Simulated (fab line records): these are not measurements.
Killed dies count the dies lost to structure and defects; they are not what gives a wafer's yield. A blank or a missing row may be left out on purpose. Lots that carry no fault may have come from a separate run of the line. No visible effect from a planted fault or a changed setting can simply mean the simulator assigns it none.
Chamber matching || flow nand harc || 4 sister chambers for NHARC_HYBRID_BOND_ACTIVATE_00 on rie diel-10
The step chemistry N2, time 60 s. 22 wafers are shown with their chamber, then 11 later ones without.

## WAFERS PAIRED WITH THEIR CHAMBERS
{"wafer": "L995.2", "chamber": 1, "rf vpp V (V)": 63.1, "oes product au (a.u.)": 1.002}
{"wafer": "L995.4", "chamber": 3, "rf vpp V (V)": 64.5, "oes product au (a.u.)": 1.017}
{"wafer": "L995.6", "chamber": 0, "rf vpp V (V)": 62.5, "oes product au (a.u.)": 0.997}
{"wafer": "L996.2", "chamber": 2, "rf vpp V (V)": 65.5, "oes product au (a.u.)": 0.995}
{"wafer": "L996.3", "chamber": 1, "rf vpp V (V)": 64.9, "oes product au (a.u.)": 1.000}
{"wafer": "L996.6", "chamber": 1, "rf vpp V (V)": 62.5, "oes product au (a.u.)": 1.002}
{"wafer": "L998.3", "chamber": 2, "rf vpp V (V)": 64.3, "oes product au (a.u.)": 0.997}
{"wafer": "L998.4", "chamber": 0, "rf vpp V (V)": 63.3, "oes product au (a.u.)": 1.004}
{"wafer": "L998.6", "chamber": 3, "rf vpp V (V)": 64.8, "oes product au (a.u.)": 1.015}
{"wafer": "L102.4", "chamber": 0, "rf vpp V (V)": 64.3, "oes product au (a.u.)": 0.999}
{"wafer": "L102.5", "chamber": 2, "rf vpp V (V)": 63.4, "oes product au (a.u.)": 1.008}
{"wafer": "L102.6", "chamber": 1, "rf vpp V (V)": 64.6, "oes product au (a.u.)": 0.982}
{"wafer": "L105.3", "chamber": 1, "rf vpp V (V)": 63.4, "oes product au (a.u.)": 0.983}
{"wafer": "L105.5", "chamber": 0, "rf vpp V (V)": 63.6, "oes product au (a.u.)": 0.986}
{"wafer": "L105.6", "chamber": 3, "rf vpp V (V)": 65.0, "oes product au (a.u.)": 0.985}
{"wafer": "L106.3", "chamber": 0, "rf vpp V (V)": 65.8, "oes product au (a.u.)": 0.996}
{"wafer": "L106.4", "chamber": 2, "rf vpp V (V)": 65.7, "oes product au (a.u.)": 0.999}
{"wafer": "L106.6", "chamber": 0, "rf vpp V (V)": 63.5, "oes product au (a.u.)": 0.998}
{"wafer": "L108.1", "chamber": 2, "rf vpp V (V)": 64.2, "oes product au (a.u.)": 1.004}
{"wafer": "L108.2", "chamber": 1, "rf vpp V (V)": 65.5, "oes product au (a.u.)": 0.982}
{"wafer": "L108.6", "chamber": 3, "rf vpp V (V)": 64.4, "oes product au (a.u.)": 0.984}
{"wafer": "L107.2", "chamber": 2, "rf vpp V (V)": 64.1, "oes product au (a.u.)": 1.004}

SIGNATURES, as means of the wafers listed above
{"reading": "rf vpp V", "chamber 0": 63.833, "chamber 1": 64.000, "chamber 2": 64.533, "chamber 3": 64.675, "scatter within a chamber": 0.981}
{"reading": "oes product au", "chamber 0": 0.99667, "chamber 1": 0.99183, "chamber 2": 1.00117, "chamber 3": 1.00025, "scatter within a chamber": 0.0101}
Rule: distance of a wafer from a chamber = root of the sum over the readings of ((wafer's reading minus chamber's mean) / reading's scatter) squared. The wafer belongs to the nearest chamber; if the next one is less than 2 further off, it can't be placed. The scatter: take each reading less its chamber's mean, square it, sum over the shown wafers, divide by the number of wafers less the number of chambers, and take the root.

## WAFERS WHOSE CHAMBER IS MISSING
{"wafer": "L107.3", "rf vpp V (V)": 64.7, "oes product au (a.u.)": 0.999}
{"wafer": "L107.6", "rf vpp V (V)": 65.1, "oes product au (a.u.)": 0.993}
{"wafer": "L109.2", "rf vpp V (V)": 65.2, "oes product au (a.u.)": 0.990}
{"wafer": "L109.3", "rf vpp V (V)": 63.9, "oes product au (a.u.)": 0.998}
{"wafer": "L109.6", "rf vpp V (V)": 63.7, "oes product au (a.u.)": 0.986}
{"wafer": "L113.1", "rf vpp V (V)": 62.1, "oes product au (a.u.)": 1.004}
{"wafer": "L113.2", "rf vpp V (V)": 63.1, "oes product au (a.u.)": 1.006}
{"wafer": "L113.5", "rf vpp V (V)": 62.5, "oes product au (a.u.)": 1.012}
{"wafer": "L112.1", "rf vpp V (V)": 64.2, "oes product au (a.u.)": 0.997}
{"wafer": "L112.2", "rf vpp V (V)": 63.2, "oes product au (a.u.)": 1.007}
{"wafer": "L112.5", "rf vpp V (V)": 63.3, "oes product au (a.u.)": 1.005}

## WHICH CHAMBER EACH ONE RAN IN
{"wafer": "L107.3", "from the rows above": "can't be placed: 3 or 2 or 0 or 1", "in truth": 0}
{"wafer": "L107.6", "from the rows above": "can't be placed: 3 or 2 or 1 or 0", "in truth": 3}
{"wafer": "L109.2", "from the rows above": "can't be placed: 3 or 1 or 2 or 0", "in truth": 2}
{"wafer": "L109.3", "from the rows above": "can't be placed: 0 or 1 or 2 or 3", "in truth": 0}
{"wafer": "L109.6", "from the rows above": "can't be placed: 1 or 0 or 2 or 3", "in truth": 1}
{"wafer": "L113.1", "from the rows above": "can't be placed: 0 or 1 or 2 or 3", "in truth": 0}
{"wafer": "L113.2", "from the rows above": "can't be placed: 0 or 2 or 1 or 3", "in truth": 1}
{"wafer": "L113.5", "from the rows above": "can't be placed: 0 or 2 or 3 or 1", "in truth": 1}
{"wafer": "L112.1", "from the rows above": "can't be placed: 0 or 2 or 1 or 3", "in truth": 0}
{"wafer": "L112.2", "from the rows above": "can't be placed: 0 or 2 or 3 or 1", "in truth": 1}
{"wafer": "L112.5", "from the rows above": "can't be placed: 0 or 2 or 3 or 1", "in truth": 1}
Correctly placed: 0 of 11. Unplaceable from these rows: 11, with the true chamber sitting among the candidates in 11. Wrongly placed: 0.
